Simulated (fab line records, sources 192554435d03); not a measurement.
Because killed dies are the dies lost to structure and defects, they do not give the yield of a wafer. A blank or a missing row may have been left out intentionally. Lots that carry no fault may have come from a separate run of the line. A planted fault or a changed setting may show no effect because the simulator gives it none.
Matching of chambers + flow n5_finfet + N5_PMOS_HMC_CHANNEL_EPI_STRIP_33 on rie_diel-03 has 3 sister chambers
The step strips in N2/H2. 6 wafers are shown with their chamber, then 6 later ones without.

== WAFERS PAIRED WITH THEIR CHAMBERS ==
| wafer  | chamber | throttle_valve_pct (%) | showerhead_plenum_p_Torr (Torr) |
|--------|---------|------------------------|---------------------------------|
| L082.3 | 3       | 19.7                   | 3.17                            |
| L086.3 | 2       | 18.3                   | 3.42                            |
| L086.4 | 0       | 18.7                   | 3.38                            |
| L086.5 | 2       | 18.4                   | 3.42                            |
| L088.2 | 3       | 19.7                   | 3.16                            |
| L088.3 | 0       | 18.7                   | 3.37                            |

== WAFERS WHOSE CHAMBER IS MISSING ==
| wafer  | throttle_valve_pct (%) | showerhead_plenum_p_Torr (Torr) |
|--------|------------------------|---------------------------------|
| L088.5 | 18.4                   | 3.42                            |
| L090.1 | 19.8                   | 3.16                            |
| L090.2 | 18.7                   | 3.37                            |
| L090.3 | 18.4                   | 3.41                            |
| L097.3 | 18.4                   | 3.41                            |
| L097.6 | 19.3                   | 3.58                            |

== THE CHAMBER EACH PASSED THROUGH ==
| wafer  | from the rows above | in truth                   |
|--------|---------------------|----------------------------|
| L088.5 | 2                   | 2                          |
| L090.1 | 3                   | 3                          |
| L090.2 | 0                   | 0                          |
| L090.3 | 2                   | 2                          |
| L097.3 | 2                   | 2                          |
| L097.6 | 2                   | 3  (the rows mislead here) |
Correctly placed: 5 of 6. Not placeable from these rows: 0. Number placed wrongly: 1.
How it was worked out, from the rows above alone: a wafer's distance from a chamber is the root of the sum, over the readings, of the square of ((its reading less the chamber's mean) divided by the reading's scatter). If the next closest chamber is less than 2 further off than the closest, the wafer can't be placed; otherwise it belongs to the closest. A chamber's mean is the mean of its shown wafers. How the scatter is found: for the shown wafers, subtract from each reading the mean of its chamber, square and add these, divide the total by (wafers less chambers), then take the root.
